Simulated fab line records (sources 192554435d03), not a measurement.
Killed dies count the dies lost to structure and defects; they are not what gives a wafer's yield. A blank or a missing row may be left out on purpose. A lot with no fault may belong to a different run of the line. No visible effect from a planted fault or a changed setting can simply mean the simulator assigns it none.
fab line records    flow n5Finfet
record lots=7  wafers=39
route steps=1938 shown DUMMY_GATE@237 SD_EPI_N@278 HKMG_FIN@413
startH: hours from the record's opening day to when the first of the lot's shown wafers began    waitH: hours from the lot's prior step to this one    " as in the row above    L1.1+2: a row that stands for several wafers    - no value, or no start given    * or withheld: withheld    < > ~ a bound
route shown NAME@n: names a module that has steps shown in the file, with the first one's number in the route    usual: mean/standard deviation of fault-free wafers    same: alike in all rows    chamber/n: place in a boat    sites: per-site readings    _std_site: their standard deviation    _edge_site: inner sites' mean taken away from outer sites' mean    radiusMm: how far each site lies from the wafer's centre    mask NAME#n: copy n    behind: the most recent tool/chamber to have shaped the wafer    hold: the reason the lot was held/the length of the hold in hours/how it ended    device: the transistor (n, p or np) that didn't switch    end of line: the tests these same wafers got at the end of their route    a step given without rows: its recipe and nothing more    killed: dies that structure and defects cost at the first sort, which is not the same as the wafer's yield    map: dies across one wafer; x = killed, . = not, _ = none there
set.NAME: the setting that was run; set.NAME@STEP: the one run at that earlier step    model.NAME: the simulator's own value behind a step, which no gauge read
lots whose settings were changed on purpose; a table a step, a row a wafer
## steps
# step N5_DUMMY_GATE_ETCH_37
# recipe chemistry=N2/H2  target=SOC  targetDepthA=600  overetchA=300  tempC=40  ionEnergyEv=200  pressureMtorr=30  sourceW=840  biasW=150  n2FlowSccm=200  h2FlowSccm=200
# usual rfVppV=525.0/2.1
lot.wafer  tool        chamber  startH  waitH  set.sourceW  rfVppV
L074.1     rieDiel-02  3        49.01   0.0    840          525.2
L074.2     "           2        "       "      840          526.6
L074.3     "           1        "       "      840          528.3
L074.4     "           0        "       "      840          525.7
L074.5     "           1        "       "      840          527.1
L074.6     "           2        "       "      840          525.8
L077.1     rieDiel-02  1        65.51   0.0    840          527.8
L077.2     "           3        "       "      740.4        548.7
L077.3     "           2        "       "      840          526.7
L077.4     "           0        "       "      740.4        548.2
L077.5     "           2        "       "      840          524.3
L077.6     "           3        "       "      740.4        548.3
L081.1     rieDiel-05  2        91.09   0.0    840          522.7
L081.2     "           3        "       "      840          526.2
L081.3     "           1        "       "      840          527.0
L081.4     "           0        "       "      840          525.9
L081.5     "           1        "       "      840          528.3
L081.6     "           0        "       "      840          527.5
L084.1     rieDiel-06  0        109.93  0.0    840          521.4
L084.4     "           1        "       "      840          522.6
L084.6     "           2        "       "      840          524.3
L085.1     rieDiel-02  1        115.55  0.0    840          525.6
L085.2     "           2        "       "      985.4        498.3
L085.3     "           0        "       "      840          525.5
L085.4     "           3        "       "      985.4        498.1
L085.5     "           1        "       "      840          526.8
L085.6     "           0        "       "      985.4        498.3
L091.1     rieDiel-06  0        149.88  0.0    730.4        545.5
L091.2     "           1        "       "      840          521.3
L091.3     "           2        "       "      840          523.5
L091.4     "           3        "       "      840          520.0
L091.5     "           1        "       "      730.4        546.7
L091.6     "           2        "       "      730.4        548.4
L095.1     rieDiel-05  0        173.92  0.0    888.6        515.1
L095.2     "           2        "       "      888.6        511.8
L095.3     "           1        "       "      840          525.9
L095.4     "           3        "       "      888.6        516.6
L095.5     "           3        "       "      840          525.0
L095.6     "           2        "       "      840          521.2
# step N5_DUMMY_GATE_ETCH_32
# recipe chemistry=CF4  target=SiO2  targetDepthA=35  timeS=3.9  ionEnergyEv=350  pressureMtorr=10  icpW=800  biasW=400  cf4FlowSccm=80
lot.wafer  tool      chamber  startH  waitH  set.timeS  model.etch.depthNm
L074.1     rieSi-04  2        49.53   0.1    3.9        3.504
L074.2     "         3        "       "      3.9        3.633
L074.3     "         0        "       "      3.9        3.526
L074.4     "         1        "       "      3.9        3.477
L074.5     "         3        "       "      3.9        3.598
L074.6     "         0        "       "      3.9        3.489
L077.1     rieSi-06  3        66.08   0.1    3.367      3.018
L077.2     "         2        "       "      3.367      2.957
L077.3     "         0        "       "      3.367      3.06
L077.4     "         1        "       "      3.9        3.583
L077.5     "         3        "       "      3.9        3.455
L077.6     "         0        "       "      3.9        3.577
L081.1     rieSi-04  1        91.77   0.1    3.9        3.439
L081.2     "         2        "       "      3.9        3.44
L081.3     "         3        "       "      3.9        3.628
L081.4     "         0        "       "      4.263      3.799
L081.5     "         2        "       "      4.263      3.801
L081.6     "         1        "       "      4.263      3.758
L084.1     rieSi-04  1        110.46  0.1    3.9        3.453
L084.4     "         2        "       "      3.9        3.507
L084.6     "         3        "       "      3.9        3.633
L085.1     rieSi-06  3        116.15  0.1    3.9        3.481
L085.2     "         0        "       "      3.9        3.517
L085.3     "         3        "       "      3.9        3.49
L085.4     "         0        "       "      3.9        3.523
L085.5     "         3        "       "      3.9        3.462
L085.6     "         0        "       "      3.9        3.533
L091.1     rieSi-04  0        150.43  0.1    3.9        3.521
L091.2     "         1        "       "      4.743      4.208
L091.3     "         2        "       "      3.9        3.487
L091.4+6   "         2,1      "       "      4.743      4.242
L091.5     "         0        "       "      3.9        3.529
L095.1+5   rieSi-04  3,0      174.44  0.1    3.9        3.493
L095.2     "         1        "       "      3.478      3.058
L095.3     "         2        "       "      3.478      3.051
L095.4     "         0        "       "      3.478      3.079
L095.6     "         3        "       "      3.9        3.523
# step N5_DUMMY_GATE_ETCH_42
# recipe chemistry=CHF3/O2  target=SiO2  targetDepthA=35  timeS=31  ionEnergyEv=30  biasW=12  pressureMtorr=30  sourceW=600  Ar_flow_sccm=200  CHF3_flow_sccm=50  O2_flow_sccm=5
# usual rfVppV=42.3/1.1
lot.wafer  tool        chamber  startH  waitH  set.biasW  rfVppV
L074.1     rieDiel-06  0        49.78   0.0    12         44.3
L074.2     "           2        "       "      10.88      40.6
L074.3     "           1        "       "      12         42.1
L074.4     "           1        "       "      10.88      41.1
L074.5     "           2        "       "      12         43.1
L074.6     "           0        "       "      10.88      38.0
L077.1     rieDiel-06  0        66.38   0.1    12         41.3
L077.2     "           1        "       "      12         42.3
L077.3     "           2        "       "      10.35      37.2
L077.4     "           0        "       "      10.35      37.6
L077.5     "           2        "       "      12         42.4
L077.6     "           1        "       "      10.35      38.5
L081.1     rieDiel-02  1        92.02   0.0    12         41.3
L081.2     "           3        "       "      10.73      38.6
L081.3     "           0        "       "      10.73      39.4
L081.4     "           1        "       "      12         41.7
L081.5     "           0        "       "      12         41.5
L081.6     "           3        "       "      10.73      38.1
L084.1     rieDiel-02  2        110.71  0.0    12         43.5
L084.4     "           0        "       "      12         42.4
L084.6     "           0        "       "      12         42.6
L085.1     rieDiel-02  2        116.49  0.0    12         43.3
L085.2     "           1        "       "      12         42.6
L085.3     "           0        "       "      12         41.9
L085.4     "           3        "       "      12         41.3
L085.5     "           0        "       "      12         42.0
L085.6     "           1        "       "      12         41.2
L091.1     rieDiel-05  0        150.68  0.0    12         43.4
L091.2     "           3        "       "      13.97      47.7
L091.3     "           1        "       "      13.97      45.6
L091.4     "           2        "       "      12         42.9
L091.5     "           1        "       "      12         41.8
L091.6     "           2        "       "      13.97      46.9
L095.1     rieDiel-02  0        174.72  0.1    12         43.7
L095.2     "           2        "       "      12         42.2
L095.3     "           3        "       "      13.54      44.6
L095.4     "           1        "       "      13.54      45.2
L095.5     "           3        "       "      13.54      45.5
L095.6     "           0        "       "      12         42.5
# step N5_SD_EPI_N_ETCH_45
# recipe chemistry=CH3F/O2  target=SiOCN  targetDepthA=60  maskMaterial=SOC  ionEnergyEv=60  biasW=29  pressureMtorr=15  sourceW=410  Ar_flow_sccm=150  CH3F_flow_sccm=30  O2_flow_sccm=20
lot.wafer  tool        chamber  startH  waitH  set.targetDepthA  model.etch.depthNm
L074.1     rieDiel-04  0        52.43   0.1    60                5.998
L074.2     "           1        "       "      60                5.893
L074.3     "           3        "       "      65.34             6.494
L074.4     "           2        "       "      65.34             6.596
L074.5     "           3        "       "      65.34             6.416
L074.6     "           2        "       "      60                6.082
L077.1     rieDiel-04  2        70.30   0.1    55.57             5.589
L077.2     "           1        "       "      55.57             5.436
L077.3     "           0        "       "      60                5.956
L077.4     "           3        "       "      55.57             5.411
L077.5     "           3        "       "      60                5.838
L077.6     "           0        "       "      60                5.89
L081.1     rieDiel-01  0        95.18   0.1    60                5.952
L081.2     "           1        "       "      60                6.039
L081.3     "           2        "       "      60                5.818
L081.4     "           3        "       "      60                5.93
L081.5     "           3        "       "      60                5.942
L081.6     "           0        "       "      60                5.969
L084.1     rieDiel-04  2        113.62  0.1    60                6.03
L084.4     "           3        "       "      60                5.81
L084.6     "           0        "       "      60                5.881
L085.1     rieDiel-04  1        120.07  0.1    60                5.907
L085.2     "           2        "       "      67.21             6.785
L085.3     "           0        "       "      67.21             6.632
L085.4     "           3        "       "      60                5.882
L085.5     "           3        "       "      67.21             6.542
L085.6     "           2        "       "      60                6.075
L091.1     rieDiel-01  0        152.39  0.1    60                5.95
L091.2     "           3        "       "      60                5.904
L091.3+4   "           2        "       "      52.35             5.16
L091.5     "           0        "       "      60                5.946
L091.6     "           3        "       "      52.35             5.122
L095.1     rieDiel-01  1        176.82  0.1    60                6.031
L095.2     "           3        "       "      60                5.913
L095.3     "           0        "       "      60                5.934
L095.4     "           1        "       "      60                6.002
L095.5     "           0        "       "      60                5.896
L095.6     "           3        "       "      60                5.894
# step N5_HKMG_FIN_CVD_62
# recipe material=a-Si  targetThkA=30  tempC=500  precursor=Si2H6  pressureTorr=1  timeS=20.8
lot.wafer   tool             chamber  startH  waitH  set.tempC  model.a-Si_of_HKMG_FIN_CVD_62.thkNm
L074.1+3+4  thermalCvdSi-01  1,2,2    78.52   0.2    511.7      4.2
L074.2+6    "                0        "       "      500        3.2
L074.5      "                1        "       "      500        2.8
L077.1+4+6  thermalCvdSi-02  2,1,0    94.46   0.2    515        4.6
L077.2+3+5  "                1,0,2    "       "      500        3
L081.1+3+4  thermalCvdSi-02  0,2,1    120.25  0.2    487.9      2
L081.2      "                1        "       "      500        2.8
L081.5+6    "                0,2      "       "      500        3
L084.1      thermalCvdSi-01  1        137.97  0.2    500        2.8
L084.4+6    "                1,2      "       "      500        3
L085.1+3+4  thermalCvdSi-02  2,1,0    146.54  0.2    500        3
L085.2+5+6  "                0,2,1    "       "      522.2      5.6
L091.1+4    thermalCvdSi-01  2,1      175.31  0.2    489.1      2
L091.2      "                0        "       "      489.1      2.4
L091.3+5    "                1,2      "       "      500        3
L091.6      "                0        "       "      500        3.2
L095.1+4    thermalCvdSi-01  0        202.43  0.2    500        3.2
L095.2+5+6  "                1,1,2    "       "      500        2.8
L095.3      "                2        "       "      500        3
# step N5_HKMG_FIN_ETCH_32
# recipe chemistry=N2/H2  target=SOC  targetDepthA=2400  tempC=40  timeS=300  ionEnergyEv=200  maskMaterial=SiARC  pressureMtorr=30  sourceW=840  biasW=150  n2FlowSccm=200  h2FlowSccm=200
# usual rfVppV=523.0/2.4
lot.wafer  tool        chamber  startH  waitH  set.biasW  rfVppV  model.SiARC_of_HKMG_FIN_COAT_30.thkNm
L074.1     rieDiel-01  2        80.34   0.0    150        521.9   22
L074.2     "           3        "       "      150        524.1   21.4
L074.3     "           1        "       "      125.5      465.1   24.4
L074.4     "           0        "       "      125.5      465.8   24.4
L074.5     "           3        "       "      150        526.4   21.4
L074.6     "           0        "       "      125.5      466.0   24.4
L077.1     rieDiel-01  3        96.18   0.0    150        524.2   21.4
L077.2     "           1        "       "      150        520.1   21.2
L077.3     "           2        "       "      150        519.3   21.8
L077.4     "           1        "       "      150        521.6   21.2
L077.5     "           2        "       "      150        520.5   21.8
L077.6     "           3        "       "      150        525.0   21.2
L081.1     rieDiel-03  0        121.95  0.0    161        551.3   19.4
L081.2     "           3        "       "      161        547.9   20.2
L081.3     "           2        "       "      150        524.9   21.4
L081.4     "           1        "       "      150        521.4   21
L081.5     "           3        "       "      161        547.5   20
L081.6     "           2        "       "      150        523.1   21.4
L084.1     rieDiel-03  0        139.78  0.0    150        526.9   20.4
L084.4     "           2        "       "      150        522.7   21.2
L084.6     "           1        "       "      150        521.1   20.4
L085.1     rieDiel-04  1        148.39  0.0    150        522.5   21.4
L085.2     "           0        "       "      150        525.4   21.4
L085.3     "           2        "       "      158        539.3   19.8
L085.4     "           3        "       "      158        543.1   20.4
L085.5     "           2        "       "      158        538.1   19.8
L085.6     "           1        "       "      150        524.2   21.4
L091.1     rieDiel-03  0        176.92  0.0    132.3      486.4   22.6
L091.2     "           1        "       "      150        519.7   20.8
L091.3     "           2        "       "      132.3      482.4   23.4
L091.4     "           3        "       "      132.3      483.0   23.4
L091.5     "           1        "       "      150        521.0   21.2
L091.6     "           2        "       "      150        523.5   21.4
L095.1     rieDiel-04  3        204.41  0.0    150        525.8   20.6
L095.2     "           2        "       "      162.7      548.2   19.2
L095.3     "           1        "       "      150        524.2   21.2
L095.4     "           3        "       "      162.7      553.5   19.4
L095.5     "           1        "       "      162.7      549.4   19.8
L095.6     "           2        "       "      150        521.0   20.4
## key
split step=N5_DUMMY_GATE_ETCH_37  setting=sourceW  stated=840  by=wafer
response step=N5_DUMMY_GATE_ETCH_37  reading=rfVppV  change=-1.75  per=1%  r=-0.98
split step=N5_DUMMY_GATE_ETCH_32  setting=timeS  stated=3.9  by=wafer
response step=N5_DUMMY_GATE_ETCH_32  reading=model.etch.depthNm  change=+0.0351  per=1%  r=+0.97
split step=N5_DUMMY_GATE_ETCH_42  setting=biasW  stated=12  by=wafer
response step=N5_DUMMY_GATE_ETCH_42  reading=rfVppV  change=+0.262  per=1%  r=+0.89
split step=N5_SD_EPI_N_ETCH_45  setting=targetDepthA  stated=60  by=wafer
response step=N5_SD_EPI_N_ETCH_45  reading=model.etch.depthNm  change=+0.0591  per=1%  r=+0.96
split step=N5_HKMG_FIN_CVD_62  setting=tempC  stated=500  by=wafer
response step=N5_HKMG_FIN_CVD_62  reading=model.a-Si_of_HKMG_FIN_CVD_62.thkNm  change=+0.52  per=1%  r=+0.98
split step=N5_HKMG_FIN_ETCH_32  setting=biasW  stated=150  by=wafer
response step=N5_HKMG_FIN_ETCH_32  reading=rfVppV  change=+3.39  per=1%  r=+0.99
response step=N5_HKMG_FIN_ETCH_32  reading=model.SiARC_of_HKMG_FIN_COAT_30.thkNm  change=-0.175  per=1%  r=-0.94
